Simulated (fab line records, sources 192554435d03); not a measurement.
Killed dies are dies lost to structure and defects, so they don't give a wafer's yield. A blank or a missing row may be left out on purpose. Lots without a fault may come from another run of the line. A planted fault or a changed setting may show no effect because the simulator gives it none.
Which tool did it? | flow n5_finfet | 24 lots, 72 wafers sampled, at 4 steps of a route of 1938

WHAT THE GAUGES READ, wafer by wafer
N5_BEOL_M12_CD_MEAS_17: target cd 140 nm.
lot  | measured     | on        | cd_nm (nm)
L074 | day 10 02:56 | cd_sem-03 | 136.4 142.6 145.8
L075 | day 10 14:33 | cd_sem-01 | 144.4 145.0 141.7
L077 | day 10 20:50 | cd_sem-02 | 141.6 137.6 141.7
L078 | day 11 01:14 | cd_sem-03 | 139.3 140.4 142.8
L076 | day 11 02:53 | cd_sem-02 | 139.2 135.1 143.2
L080 | day 11 10:32 | cd_sem-01 | 140.6 142.8 136.5
L079 | day 11 19:58 | cd_sem-02 | 145.8 140.3 138.1
L082 | day 12 12:14 | cd_sem-02 | 144.4 140.3 139.5
L081 | day 12 13:21 | cd_sem-02 | 135.3 142.4 141.7
L083 | day 12 18:32 | cd_sem-03 | 141.1 144.5 141.8
L084 | day 12 21:25 | cd_sem-03 | 143.5 140.8 141.7
L086 | day 13 03:38 | cd_sem-03 | 140.6 137.5 140.1
L085 | day 13 04:22 | cd_sem-01 | 141.1 144.0 142.2
L087 | day 13 18:08 | cd_sem-01 | 143.1 143.7 140.2
L089 | day 13 20:53 | cd_sem-01 | 141.3 142.3 142.8
L088 | day 14 06:20 | cd_sem-01 | 143.0 143.6 144.0
L091 | day 14 15:11 | cd_sem-03 | 140.8 142.5 138.1
L090 | day 14 16:41 | cd_sem-01 | 142.1 138.3 138.8
L092 | day 15 06:52 | cd_sem-03 | 140.2 142.3 139.9
L093 | day 15 09:46 | cd_sem-02 | 141.2 138.2 141.5
L094 | day 15 11:48 | cd_sem-01 | 145.6 142.2 138.8
L095 | day 16 03:34 | cd_sem-03 | 145.3 147.5 143.4
L097 | day 16 04:40 | cd_sem-03 | 138.4 142.9 144.6
L096 | day 16 10:03 | cd_sem-02 | 141.7 139.3 140.0

N5_BEOL_M13_OVL_MEAS_11.
lot  | measured     | on         | V12_OVL (nm)
L074 | day 10 08:52 | overlay-02 | 6 5 8
L075 | day 10 19:35 | overlay-02 | 17 12 12
L077 | day 11 02:25 | overlay-02 | 2 9 5
L078 | day 11 09:24 | overlay-01 | 15 12 14
L076 | day 11 09:40 | overlay-02 | 2 1 -5
L080 | day 11 17:28 | overlay-01 | 0 2 9
L079 | day 12 00:55 | overlay-01 | 3 5 -3
L082 | day 12 17:36 | overlay-02 | -7 -7 -8
L081 | day 12 17:43 | overlay-02 | -1 -1 0
L083 | day 12 23:21 | overlay-01 | 9 1 1
L084 | day 13 01:40 | overlay-01 | 5 3 7
L086 | day 13 07:55 | overlay-01 | 7 5 3
L085 | day 13 10:23 | overlay-01 | -9 -5 -7
L087 | day 13 21:58 | overlay-02 | 1 5 6
L089 | day 14 01:18 | overlay-01 | 18 7 15
L088 | day 14 12:53 | overlay-01 | 3 -2 3
L091 | day 14 21:27 | overlay-01 | -2 8 3
L090 | day 14 23:23 | overlay-02 | -2 0 4
L092 | day 15 10:28 | overlay-01 | 1 -3 4
L093 | day 15 17:19 | overlay-01 | 2 -2 -2
L094 | day 15 16:46 | overlay-02 | 13 5 10
L095 | day 16 09:01 | overlay-01 | -2 -2 6
L097 | day 16 09:23 | overlay-01 | 4 12 4
L096 | day 16 13:52 | overlay-01 | 0 4 5

WHICH TOOL RAN EACH LOT (tool, then ch and the chambers of the sampled wafers, then the start)
lot  | N5_BEOL_M12_STRIP_64                 | N5_BEOL_M12_ETCH_38
L074 | plasma_asher-02 ch 0,1, day 10 02:49 | rie_diel-01 ch 0,3, day 10 06:26
L075 | plasma_asher-01 ch 0,1, day 10 14:23 | rie_diel-01 ch 0,1,2, day 10 17:19
L077 | plasma_asher-01 ch 0,1, day 10 20:41 | rie_diel-04 ch 1,2, day 10 23:38
L078 | plasma_asher-01 ch 0,1, day 11 01:05 | rie_diel-01 ch 1,2,3, day 11 07:02
L076 | plasma_asher-02 ch 0,1, day 11 02:44 | rie_diel-05 ch 0,3, day 11 07:31
L080 | plasma_asher-01 ch 0,1, day 11 10:23 | rie_diel-01 ch 0,1, day 11 15:03
L079 | plasma_asher-01 ch 0,1, day 11 19:49 | rie_diel-04 ch 1,2,3, day 11 22:25
L082 | plasma_asher-02 ch 0,1, day 12 12:05 | rie_diel-04 ch 1,2, day 12 15:10
L081 | plasma_asher-01 ch 0, day 12 13:12   | rie_diel-04 ch 1,2,3, day 12 15:26
L083 | plasma_asher-01 ch 0,1, day 12 18:25 | rie_diel-04 ch 0,3, day 12 21:00
L084 | plasma_asher-01 ch 0,1, day 12 21:16 | rie_diel-01 ch 1,3, day 12 23:29
L086 | plasma_asher-02 ch 0,1, day 13 03:28 | rie_diel-05 ch 0,1,3, day 13 05:21
L085 | plasma_asher-02 ch 0,1, day 13 04:13 | rie_diel-01 ch 0,2, day 13 08:17
L087 | plasma_asher-02 ch 0,1, day 13 17:59 | rie_diel-01 ch 0,1,3, day 13 19:26
L089 | plasma_asher-02 ch 0,1, day 13 20:44 | rie_diel-04 ch 1,2, day 13 22:32
L088 | plasma_asher-01 ch 0,1, day 14 06:11 | rie_diel-04 ch 0,1,3, day 14 09:53
L091 | plasma_asher-01 ch 0,1, day 14 15:03 | rie_diel-01 ch 0,2,3, day 14 18:51
L090 | plasma_asher-01 ch 0,1, day 14 16:32 | rie_diel-01 ch 0,3, day 14 20:00
L092 | plasma_asher-01 ch 1, day 15 06:43   | rie_diel-05 ch 0,3, day 15 08:10
L093 | plasma_asher-02 ch 0,1, day 15 09:38 | rie_diel-05 ch 0,1,2, day 15 14:19
L094 | plasma_asher-02 ch 0,1, day 15 11:39 | rie_diel-01 ch 0,2, day 15 14:04
L095 | plasma_asher-02 ch 0,1, day 16 03:26 | rie_diel-01 ch 1,3, day 16 06:24
L097 | plasma_asher-02 ch 0,1, day 16 04:31 | rie_diel-04 ch 1,2,3, day 16 07:05
L096 | plasma_asher-01 ch 0,1, day 16 09:55 | rie_diel-01 ch 0,1, day 16 11:21
- N5_BEOL_M12_STRIP_64: strips in N2/H2.
- N5_BEOL_M12_ETCH_38: etches SiCN in CF4/N2, target depth 68.7 nm, time 73.4 s.

WHAT THE TOOLS THEMSELVES READ (means of the sampled wafers that have a number; where no wafer has one, the mark that the record gives instead)
N5_BEOL_M12_STRIP_64.
lot  | tool            | drypump_motor_current_A (A) | heater_power_w (W) | oes_product_au (a.u.) | strip_time_to_endpoint_s (s)
L074 | plasma_asher-02 | 5.6                         | 323                | 0.714                 | 31.36
L075 | plasma_asher-01 | 5.5                         | 313                | 0.714                 | 31.33
L077 | plasma_asher-01 | 5.2                         | 305                | 0.712                 | 31.45
L078 | plasma_asher-01 | 5.5                         | 306                | 0.719                 | 31.43
L076 | plasma_asher-02 | 5.5                         | 316                | 0.718                 | 31.40
L080 | plasma_asher-01 | 5.2                         | 308                | 0.715                 | 31.39
L079 | plasma_asher-01 | 5.5                         | 305                | 0.715                 | 31.48
L082 | plasma_asher-02 | 5.6                         | 320                | 0.711                 | 31.30
L081 | plasma_asher-01 | 5.8                         | 308                | 0.716                 | 31.34
L083 | plasma_asher-01 | 5.2                         | 309                | 0.713                 | 31.50
L084 | plasma_asher-01 | 5.2                         | 305                | 0.716                 | 31.27
L086 | plasma_asher-02 | 5.3                         | 324                | 0.716                 | 31.35
L085 | plasma_asher-02 | 5.5                         | 317                | 0.721                 | 31.37
L087 | plasma_asher-02 | 5.3                         | 325                | 0.719                 | 31.39
L089 | plasma_asher-02 | 5.3                         | 327                | 0.718                 | 31.32
L088 | plasma_asher-01 | 5.2                         | 308                | 0.713                 | 31.27
L091 | plasma_asher-01 | 5.2                         | 305                | 0.713                 | 31.31
L090 | plasma_asher-01 | 5.5                         | 308                | 0.715                 | 31.46
L092 | plasma_asher-01 | 4.9                         | 302                | 0.712                 | 31.56
L093 | plasma_asher-02 | 5.6                         | 317                | 0.714                 | 31.34
L094 | plasma_asher-02 | 5.6                         | 320                | 0.720                 | 31.37
L095 | plasma_asher-02 | 5.3                         | 325                | 0.716                 | 31.43
L097 | plasma_asher-02 | 5.5                         | 323                | 0.712                 | 31.45
L096 | plasma_asher-01 | 5.2                         | 304                | 0.720                 | 31.32

N5_BEOL_M12_ETCH_38.
lot  | tool        | drypump_motor_current_A (A) | oes_product_au (a.u.) | rf_vpp_V (V) | showerhead_plenum_p_Torr (Torr) | throttle_valve_pct (%)
L074 | rie_diel-01 | 4.9                         | 0.91                  | 381.2        | 2.17                            | 15.16
L075 | rie_diel-01 | 5.3                         | 0.84                  | 382.3        | 2.20                            | 15.35
L077 | rie_diel-04 | 5.3                         | 0.82                  | 384.1        | 2.25                            | 15.15
L078 | rie_diel-01 | 5.3                         | 0.85                  | 382.3        | 2.19                            | 15.25
L076 | rie_diel-05 | 5.2                         | 0.77                  | 381.1        | 2.12                            | 15.41
L080 | rie_diel-01 | 4.8                         | 0.76                  | 382.5        | 2.24                            | 15.52
L079 | rie_diel-04 | 5.2                         | 0.74                  | 383.6        | 2.23                            | 15.43
L082 | rie_diel-04 | 5.3                         | 0.80                  | 382.7        | 2.25                            | 15.18
L081 | rie_diel-04 | 5.2                         | 0.74                  | 383.9        | 2.23                            | 15.43
L083 | rie_diel-04 | 5.1                         | 0.75                  | 382.7        | 2.24                            | 15.74
L084 | rie_diel-01 | 4.8                         | 0.83                  | 381.6        | 2.19                            | 15.20
L086 | rie_diel-05 | 5.7                         | 0.75                  | 380.3        | 2.12                            | 15.43
L085 | rie_diel-01 | 5.8                         | 0.86                  | 381.4        | 2.15                            | 15.24
L087 | rie_diel-01 | 4.8                         | 0.80                  | 381.5        | 2.19                            | 15.33
L089 | rie_diel-04 | 5.3                         | 0.73                  | 381.8        | 2.16                            | 15.30
L088 | rie_diel-04 | 5.2                         | 0.89                  | 382.6        | 2.25                            | 15.35
L091 | rie_diel-01 | 5.4                         | 0.85                  | 381.5        | 2.15                            | 15.20
L090 | rie_diel-01 | 4.9                         | 0.84                  | 380.9        | 2.15                            | 15.24
L092 | rie_diel-05 | 5.6                         | 0.78                  | 380.0        | 2.12                            | 15.30
L093 | rie_diel-05 | 5.8                         | 0.77                  | 380.3        | 2.16                            | 15.30
L094 | rie_diel-01 | 5.4                         | 0.83                  | 381.2        | 2.15                            | 15.32
L095 | rie_diel-01 | 4.8                         | 0.88                  | 381.6        | 2.18                            | 15.07
L097 | rie_diel-04 | 5.2                         | 0.89                  | 385.2        | 2.31                            | 15.14
L096 | rie_diel-01 | 4.8                         | 0.87                  | 381.5        | 2.18                            | 15.32

THE ANSWER, worked out from the rows above alone
Rule: what is usual is taken from the lots themselves. Put in order of their means at a reading, lots are off if they are a third of the lots or fewer, leave a main group of 4 or more, and stand apart from it by a gap of 3 or more times the standard deviation of the main group's means; of several such gaps the widest counts. A main group whose means are all the same, to the digits that the tables above print for the reading, isn't used. A lot without any number at a reading at which 4 lots or more have one is off too. The other lots that the step has rows for count as sound. The gauges are gone through in route order, then the tools' own readings, and for those a lot's mean is taken as printed above. The first step at which some lot is off is used, and at that step the reading that is off furthest; a lot without a number counts as furthest.
No lot is off at any reading shown: from this, nothing can be told.

WHAT THE SIMULATOR HAD PUT IN
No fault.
